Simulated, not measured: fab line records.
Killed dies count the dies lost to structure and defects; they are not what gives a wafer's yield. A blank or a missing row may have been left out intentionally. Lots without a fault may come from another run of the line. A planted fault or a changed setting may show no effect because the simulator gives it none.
fab line records -- flow n5Finfet
record lots=13, wafers=31, lastDay=17
route steps=1938 shown BEOL_M0_CUTY@712 BEOL_M15@1823 MIM_TOP_LITHO@1847 MIM_BOT_ETCH@1868 PASSIVATION@1936
lots untouched by any fault: they come from a run of this same line in which no faults occurred
startH: the number of hours between the record's first day and the start of the first shown wafer of the lot -- waitH: time in hours since the lot's previous step -- " identical to the entry in the row above -- L1.1+2: a row that stands for several wafers -- - no value, or no start was given -- * or withheld: withheld -- < > ~ a bound
route shown NAME@n: a module of which the file shows steps, and the number in the route of the first -- usual: average and standard deviation across the fault-free wafers -- same: alike in all rows -- chamber/n: place in a boat -- sites: the reading at each site -- _std_site: standard deviation across them -- _edge_site: the outer-site mean with the inner-site mean subtracted -- radiusMm: how far each site lies from the wafer's centre -- mask NAME#n: copy n -- behind: the last tool/chamber to shape the wafer -- hold: the reason the lot was held/the length of the hold in hours/how it ended -- device: names the non-switching transistor (n, p or np) -- end of line: the route-end tests of the same wafers -- where a step has no rows: the recipe by itself -- killed: count of dies lost to structure and defects at first sort (not the wafer's yield) -- map: a wafer's dies, x killed, . not, _ none there
set.NAME: the setting that was run; set.NAME@STEP: the one run at that earlier step -- model.NAME: the simulator's own value behind a step, which no gauge read
a sample of lots followed through the steps of the route, with each step as a table and each wafer as a row
services: the hour from which a tool's chamber was out of use, counted from the record's first day as startH (under 0 if before that day), plus the number of hours and why
## steps
# step N5_BEOL_M0_CUTY_ETCH_62
# recipe chemistry=CF4, target=SiARC, maskMaterial=CAR-ArF-block, timeS=58.5, ionEnergyEv=80, pressureMtorr=40, sourceW=545, biasW=36, Ar_flow_sccm=100, cf4FlowSccm=100, ends=cleared
# usual drypumpMotorCurrentA=5.7/0.56, etchRfOnTimeS=59.1/1.8, oesProductAu=0.71/0.081, rfVppV=184.0/1, showerheadPlenumPTorr=2.12/0.043, throttleValvePct=15.65/0.25
lot.wafer,tool,chamber,startH,waitH,drypumpMotorCurrentA,etchRfOnTimeS,oesProductAu,rfHoursCounterH,rfVppV,showerheadPlenumPTorr,throttleValvePct
L884.4,rieDiel-05,2,120.88,0.0,6.7,62.7,0.61,163,184.8,2.12,15.97
L884.5,rieDiel-05,3,120.88,0.0,5.0,59.6,0.84,-,181.1,2.13,15.48
L884.6,rieDiel-05,2,120.88,0.0,6.7,62.7,0.61,-,184.1,2.12,15.98
L886.3,rieDiel-05,1,131.21,0.0,5.8,58.3,0.76,34,184.4,2.09,15.47
L886.6,rieDiel-05,0,131.21,0.0,5.1,56.7,0.76,-,183.9,2.11,15.45
L887.2,rieDiel-05,1,136.78,0.0,5.8,58.2,0.75,37,185.4,2.09,15.47
L887.3,rieDiel-05,0,136.78,0.0,5.0,56.7,0.75,48,183.1,2.11,15.44
L888.1,rieDiel-05,1,145.54,0.0,5.8,59.6,0.74,39,184.8,2.09,15.49
L888.2,rieDiel-05,2,145.54,0.0,6.7,64.3,0.60,172,184.5,2.12,16.01
L889.3,rieDiel-05,3,149.23,0.0,5.0,59.0,0.80,13,184.3,2.13,15.50
L889.5,rieDiel-05,0,149.23,0.0,5.1,56.9,0.75,-,183.4,2.11,15.46
L890.1,rieDiel-05,3,155.74,0.0,5.0,58.6,0.81,15,183.5,2.13,15.52
L890.6,rieDiel-05,3,155.74,0.0,5.0,58.6,0.81,-,182.9,2.13,15.53
L891.1,rieDiel-05,2,159.43,0.0,6.7,62.6,0.61,177,183.0,2.12,16.02
L891.3,rieDiel-05,3,159.43,0.0,5.0,58.9,0.81,17,183.8,2.13,15.53
L892.4,rieDiel-05,1,163.69,0.0,5.8,59.6,0.74,45,185.7,2.08,15.48
L892.5,rieDiel-05,1,163.69,0.0,5.8,58.7,0.74,-,182.5,2.08,15.49
L893.2,rieDiel-04,1,171.90,0.0,5.4,57.9,0.74,50,184.5,2.18,15.57
L893.3,rieDiel-04,2,171.90,0.0,5.4,58.3,0.80,16,184.8,2.09,15.28
L893.6,rieDiel-04,3,171.90,0.0,6.0,56.6,0.82,-,182.7,2.11,15.33
L894.2,rieDiel-05,0,180.33,0.0,5.1,57.3,0.74,64,183.1,2.10,15.48
L894.5,rieDiel-05,0,180.33,0.0,5.1,57.8,0.72,-,183.5,2.10,15.48
L900.2,rieDiel-01,3,211.71,0.0,6.0,59.1,0.68,108,185.7,2.17,15.80
L900.5,rieDiel-01,0,211.71,0.0,6.3,58.3,0.66,-,183.7,2.17,15.79
L900.6,rieDiel-01,1,211.71,0.0,5.7,60.5,0.57,-,184.3,2.09,16.15
L903.3,rieDiel-01,3,235.87,0.0,6.0,58.1,0.68,117,184.4,2.17,15.82
L903.4,rieDiel-01,2,235.87,0.0,5.3,58.1,0.64,154,183.9,2.23,15.74
L903.6,rieDiel-01,2,235.87,0.0,5.3,57.6,0.64,-,185.4,2.23,15.72
L906.2,rieDiel-04,1,251.93,0.0,5.4,57.6,0.70,80,184.5,2.17,15.66
L906.4,rieDiel-04,3,251.93,0.0,6.0,56.9,0.77,-,183.3,2.10,15.38
L906.6,rieDiel-04,0,251.93,0.0,5.9,59.8,0.64,-,181.9,2.05,15.58
# step N5_BEOL_M15_ANNEAL_48
# recipe tempC=225, timeS=90, ambient=N2
# usual wafer_temp_C_max=226.03/0.24
lot.wafer,tool,chamber,startH,waitH,wafer_temp_C_max
L884.4,rtpAnneal-02,0,257.66,0.2,226.21
L884.5,rtpAnneal-02,0,257.66,0.2,226.01
L884.6,rtpAnneal-02,0,257.66,0.2,226.03
L887.2,rtpAnneal-02,0,270.16,0.2,226.27
L887.3,rtpAnneal-02,0,270.16,0.2,225.98
L886.3,rtpAnneal-02,0,272.05,0.2,226.55
L886.6,rtpAnneal-02,0,272.05,0.2,225.99
L889.3,rtpAnneal-01,0,277.53,0.2,226.28
L889.5,rtpAnneal-01,0,277.53,0.2,225.60
L888.1,rtpAnneal-02,0,281.43,0.2,225.92
L888.2,rtpAnneal-02,0,281.43,0.2,226.01
L890.1,rtpAnneal-01,0,288.26,0.2,225.96
L890.6,rtpAnneal-01,0,288.26,0.2,225.86
L892.4,rtpAnneal-02,0,298.85,0.2,226.09
L892.5,rtpAnneal-02,0,298.85,0.2,225.94
L891.1,rtpAnneal-02,0,300.39,0.2,225.93
L891.3,rtpAnneal-02,0,300.39,0.2,226.11
L893.2,rtpAnneal-01,0,301.04,0.2,225.61
L893.3,rtpAnneal-01,0,301.04,0.2,225.52
L893.6,rtpAnneal-01,0,301.04,0.2,225.74
L894.2,rtpAnneal-01,0,306.78,0.2,225.76
L894.5,rtpAnneal-01,0,306.78,0.2,225.77
L900.2,rtpAnneal-02,0,348.36,0.2,226.29
L900.5,rtpAnneal-02,0,348.36,0.2,226.16
L900.6,rtpAnneal-02,0,348.36,0.2,226.06
L903.3,rtpAnneal-02,0,375.61,0.8,226.26
L903.4,rtpAnneal-02,0,375.61,0.8,225.72
L903.6,rtpAnneal-02,0,375.61,0.8,225.87
L906.2,rtpAnneal-01,0,397.21,0.2,226.05
L906.4,rtpAnneal-01,0,397.21,0.2,226.07
L906.6,rtpAnneal-01,0,397.21,0.2,225.83
# step N5_MIM_TOP_LITHO_CD_MEAS_08
# recipe targetCdNm=2000, landingEnergyEv=500, detector=seInlens
# usual cdNm=2000.6/2.3
# same landingEnergyEv=500
lot.wafer,tool,chamber,startH,waitH,cdNm
L884.4,cdSem-02,0,262.70,-,1998.4
L884.5,cdSem-02,0,262.70,-,1998.6
L884.6,cdSem-02,0,262.70,-,1999.1
L887.2,cdSem-01,0,275.67,-,2000.7
L887.3,cdSem-01,0,275.67,-,1999.5
L886.3,cdSem-01,0,276.95,-,2000.2
L886.6,cdSem-01,0,276.95,-,1998.7
L889.3,cdSem-03,0,282.50,-,1999.7
L889.5,cdSem-03,0,282.50,-,1999.6
L888.1,cdSem-03,0,287.45,-,2003.8
L888.2,cdSem-03,0,287.45,-,2002.1
L890.1,cdSem-02,0,294.85,-,1998.0
L890.6,cdSem-02,0,294.85,-,1998.5
L892.4,cdSem-01,0,302.39,-,2003.7
L892.5,cdSem-01,0,302.39,-,2002.0
L891.1,cdSem-01,0,306.10,-,2001.0
L891.3,cdSem-01,0,306.10,-,1999.8
L893.2,cdSem-02,0,307.71,-,1999.9
L893.3,cdSem-02,0,307.71,-,2002.9
L893.6,cdSem-02,0,307.71,-,1999.1
L894.2,cdSem-01,0,313.42,-,2000.6
L894.5,cdSem-01,0,313.42,-,2000.2
L900.2,cdSem-03,0,354.94,-,2003.0
L900.5,cdSem-03,0,354.94,-,2003.8
L900.6,cdSem-03,0,354.94,-,2001.8
L903.3,cdSem-02,0,379.44,-,1997.8
L903.4,cdSem-02,0,379.44,-,1998.4
L903.6,cdSem-02,0,379.44,-,1997.9
L906.2,cdSem-02,0,401.61,-,2002.0
L906.4,cdSem-02,0,401.61,-,2001.4
L906.6,cdSem-02,0,401.61,-,2001.8
# step N5_MIM_BOT_ETCH_ETCH_00
# recipe chemistry=Cl2/BCl3, target=TiN, targetDepthA=455, ionEnergyEv=150, pressureMtorr=10, icpW=1000, biasW=126, Cl2_flow_sccm=53.25, bcl3FlowSccm=21.75, Ar_flow_sccm=25
# usual drypumpMotorCurrentA=5.84/0.25, oesProductAu=0.77/0.049, throttleValvePct=22.07/0.14
lot.wafer,tool,chamber,startH,waitH,drypumpMotorCurrentA,oesProductAu,rfHoursCounterH,throttleValvePct
L884.4,rieMetal-02,0,264.65,0.2,6.07,0.75,-,21.77
L884.5,rieMetal-02,0,264.65,0.2,6.11,0.75,-,21.81
L884.6,rieMetal-02,0,264.65,0.2,6.08,0.74,-,21.80
L887.2,rieMetal-03,0,276.74,0.1,5.77,0.75,31,22.10
L887.3,rieMetal-03,1,276.74,0.1,5.57,0.77,-,22.06
L886.3,rieMetal-02,0,278.07,0.1,6.07,0.74,-,21.80
L886.6,rieMetal-02,0,278.07,0.1,6.05,0.74,-,21.81
L889.3,rieMetal-03,0,284.13,0.1,5.79,0.76,-,22.11
L889.5,rieMetal-03,0,284.13,0.1,5.76,0.76,-,22.11
L888.1,rieMetal-02,1,288.87,0.1,5.67,0.89,3,22.30
L888.2,rieMetal-02,1,288.87,0.1,5.65,0.89,-,22.30
L890.1,rieMetal-03,1,296.34,0.1,5.57,0.75,40,22.05
L890.6,rieMetal-03,0,296.34,0.1,5.81,0.76,-,22.10
L892.4,rieMetal-01,0,303.50,0.1,6.32,0.81,-,22.14
L892.5,rieMetal-01,0,303.50,0.1,6.31,0.81,-,22.12
L891.1,rieMetal-03,0,307.55,0.1,5.80,0.75,34,22.11
L891.3,rieMetal-03,0,307.55,0.1,5.76,0.75,-,22.11
L893.2,rieMetal-03,1,309.03,0.1,5.56,0.76,41,22.07
L893.3,rieMetal-03,1,309.03,0.1,5.57,0.76,-,22.08
L893.6,rieMetal-03,1,309.03,0.1,5.55,0.76,-,22.04
L894.2,rieMetal-01,0,314.84,0.1,6.30,0.80,27,22.12
L894.5,rieMetal-01,0,314.84,0.1,6.29,0.80,-,22.13
L900.2,rieMetal-03,0,356.24,0.1,5.79,0.74,39,22.11
L900.5,rieMetal-03,0,356.24,0.1,5.80,0.73,-,22.13
L900.6,rieMetal-03,1,356.24,0.1,5.56,0.73,-,22.09
L903.3,rieMetal-03,1,380.70,0.1,5.60,0.73,-,22.08
L903.4,rieMetal-03,0,380.70,0.1,5.80,0.73,-,22.13
L903.6,rieMetal-03,1,380.70,0.1,5.57,0.74,-,22.08
L906.2,rieMetal-03,1,402.77,0.1,5.57,0.73,50,22.10
L906.4,rieMetal-03,0,402.77,0.1,5.78,0.72,-,22.15
L906.6,rieMetal-03,0,402.77,0.1,5.78,0.72,-,22.15
# step N5_PASSIVATION_PROBE_49
# usual defectLimitedYield=91.2/1.4, killed_at_M0_to_M3=32/9.3, killed_at_M4_up=14/4.9, killedAtContacts=15/7.5, killedAtFrontEnd=40/11, killedAtOther=4/3.3, killedDies=104/17, killedOnRim=13/4.2, killedOpen=68/14, killedShort=33/7.9, sort_bin_5_function=5.2/0.99, sort_bin_6_memory=3.2/0.65, sortNPass=1076/17, sortYieldPct=91.1/1.5
# same grossDies=1180, killedAtBackSide=0, sort_bin_4_leakage[%]=0, sort_bin_8_speed[%]=0
lot.wafer,tool,chamber,startH,waitH,defectLimitedYield[%],killed_at_M0_to_M3,killed_at_M4_up,killedAtContacts,killedAtFrontEnd,killedAtOther,killedDies,killedOnRim,killedOpen,killedShort,sort_bin_5_function[%],sort_bin_6_memory[%],sortNPass,sortYieldPct[%]
L891.3,prober-01,-,316.62,0.1,92.8,32,9,17,23,4,85,11,47,36,3.4,3.1,1095,92.8
L894.2,prober-02,-,324.91,0.1,91.4,34,22,14,27,5,102,11,56,44,5.3,2.9,1078,91.4
L894.5,prober-02,-,325.06,0.2,89.5,34,12,25,46,7,124,14,79,38,6.4,3.8,1056,89.5
L900.2,prober-01,-,365.91,0.1,84.2,120,9,15,31,11,186,35,62,23,9.7,3.6,994,84.2
L900.5,prober-01,-,366.06,0.2,78.7,138,12,14,40,47,251,77,60,31,16.1,2.8,929,78.7
L900.6,prober-01,-,366.11,0.3,79.1,165,13,19,49,1,247,12,77,35,13.8,4.7,933,79.1
L903.3,prober-01,-,390.79,0.1,83.6,132,12,8,28,14,194,28,59,37,9.8,3.9,986,83.6
L903.4,prober-01,-,390.84,0.2,87.7,85,6,13,37,4,145,32,62,35,6.8,3.6,1035,87.7
L903.6,prober-01,-,390.94,0.3,87.2,76,18,8,42,7,151,27,62,40,8.0,3.6,1029,87.2
# killed by level:class
L891.3 MOL_CONTACT_COAG:geometricParticle:short=9 MOL_CONTACT_COAG:geometricParticle:open=8 BEOL_M0_SAQP:geometricParticle:short=8 BEOL_M0_SAQP:geometricParticle:open=8 FIN_SAQP:geometricParticle:short=4 STI_FIN_REVEAL:geometricParticle:open=4 GATE_CUT:geometricParticle:short=4 BEOL_M1:geometricParticle:short=4
L894.2 BEOL_M0_SAQP:geometricParticle:short=11 BEOL_M4:geometricParticle:open=10 BEOL_M3:geometricParticle:open=8 MOL_CONTACT_COAG:geometricParticle:short=7 MOL_CONTACT_COAG:geometricParticle:open=7 FIN_SAQP:geometricParticle:open=5 FIN_SAQP:geometricParticle:short=5 BEOL_M0_SAQP:geometricParticle:open=5
L894.5 MOL_CONTACT_COAG:geometricParticle:open=23 FIN_SAQP:geometricParticle:open=12 FIN_SAQP:geometricParticle:short=12 BEOL_M0_SAQP:geometricParticle:open=6 BEOL_M3:geometricParticle:open=6 BEOL_M2:geometricParticle:open=6 BEOL_M1:geometricParticle:open=5 BEOL_M1:geometricParticle:short=5
L900.2 BEOL_M0_CUTY:unspecified=92 MOL_CONTACT_COAG:geometricParticle:open=10 PASSIVATION:areaEtch=9 BEOL_M3:geometricParticle:open=8 STI_FIN_REVEAL:geometricParticle:open=6 MOL_CONTACT_COAG:geometricParticle:short=5 BEOL_M0_SAQP:geometricParticle:open=5 BEOL_M1:geometricParticle:open=5
L900.5 BEOL_M0_CUTY:unspecified=114 PASSIVATION:areaEtch=45 STI_FIN_REVEAL:geometricParticle:open=13 MOL_CONTACT_COAG:geometricParticle:open=11 BEOL_M0_SAQP:geometricParticle:open=8 BEOL_M0_SAQP:geometricParticle:short=8 BEOL_M4:geometricParticle:open=8 GATE_CUT:geometricParticle:short=5
L900.6 BEOL_M0_CUTY:unspecified=135 MOL_CONTACT_COAG:geometricParticle:open=14 STI_FIN_REVEAL:geometricParticle:open=13 BEOL_M3:geometricParticle:open=10 FIN_SAQP:geometricParticle:open=8 BEOL_M0_SAQP:geometricParticle:open=6 BEOL_M0_SAQP:geometricParticle:short=6 GATE_CUT:geometricParticle:short=5
L903.3 BEOL_M0_CUTY:unspecified=88 BEOL_M0_SAQP:geometricParticle:open=12 BEOL_M1:geometricParticle:open=11 PASSIVATION:areaEtch=10 BEOL_M0_SAQP:geometricParticle:short=9 FIN_SAQP:geometricParticle:short=7 STI_FIN_REVEAL:geometricParticle:open=6 MOL_CONTACT_COAG:geometricParticle:open=6
L903.4 BEOL_M0_CUTY:unspecified=37 BEOL_M0_SAQP:geometricParticle:open=12 BEOL_M1:geometricParticle:open=12 MOL_CONTACT_COAG:geometricParticle:open=11 HKMG_FIN:areaEtch=11 BEOL_M0_SAQP:geometricParticle:short=8 FIN_SAQP:geometricParticle:open=7 BEOL_M1:geometricParticle:short=6
L903.6 BEOL_M0_CUTY:unspecified=45 BEOL_M0_SAQP:geometricParticle:short=11 STI_FIN_REVEAL:geometricParticle:open=9 FIN_SAQP:geometricParticle:open=8 BEOL_M0_SAQP:geometricParticle:open=7 BEOL_M5:geometricParticle:open=7 MOL_CONTACT_COAG:geometricParticle:open=6 BEOL_M1:geometricParticle:open=6
## services
tool,chamber,startH,hours,kind
rieMetal-02,1,99.95,16.6,repair
rieMetal-03,-,125.06,2.8,pm
rieDiel-04,-,148.85,0.1,repair
rieDiel-04,2,172.28,4.3,repair
rieDiel-05,0,185.05,3.2,repair
rieDiel-04,-,190.71,1.6,repair
rieDiel-05,1,230.89,5.4,repair
rieDiel-04,2,242.38,12.5,repair
rieMetal-02,1,252.48,-,clean
rieMetal-02,1,252.48,16.5,scheduledDown
rieMetal-02,1,252.48,16.5,ventCycle
rieMetal-02,0,288.25,18.7,repair
rieDiel-05,2,298.44,8.7,repair
rieDiel-01,2,319.59,4.7,repair
rieDiel-05,3,327.61,10.9,repair
rieDiel-01,-,342.20,0.2,repair
rieMetal-03,-,350.90,0.3,repair
rtpAnneal-01,-,352.85,9.3,pm
rieDiel-05,-,357.67,2.8,pm
rieMetal-01,-,360.14,0.3,repair
rieDiel-05,2,367.49,-,clean
rieDiel-05,2,367.49,-,consumableReplace:focusRing
rieDiel-05,2,367.49,10.9,scheduledDown
rieDiel-05,2,367.49,10.9,ventCycle
## key
firstSign step=N5_PASSIVATION_PROBE_49, reading=killed_at_M0_to_M3, direction=up, sigmas=9.4, usual=32, struck=119
effect step=N5_PASSIVATION_PROBE_49, reading=defectLimitedYield, direction=down, sigmas=5.4, usual=91.2, struck=83.4
moreKillsBornAt N5_BEOL_M0_CUTY_ETCH_62@rieDiel-01=511
metAt N5_BEOL_M0_CUTY_ETCH_62
struckLots L900,L903
baselineLoss step=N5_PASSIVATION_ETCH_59, wafers=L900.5
baselineLoss step=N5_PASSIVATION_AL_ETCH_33, wafers=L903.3
baselineLoss step=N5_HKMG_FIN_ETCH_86, wafers=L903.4
notActingAt N5_BEOL_M15_ANNEAL_48,N5_MIM_TOP_LITHO_CD_MEAS_08,N5_MIM_BOT_ETCH_ETCH_00
fault kind=chamberParticleSource, tool=rieDiel-01, chamber=-, onsetH=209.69, steps=N5_BEOL_M0_CUTY_ETCH_62, ratePerVisitCm2=1.0421, endH=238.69
# baselineLoss: these wafers lose ten dies or more at that step, a loss of the line's own and not of a fault; the sort's usual values leave them out
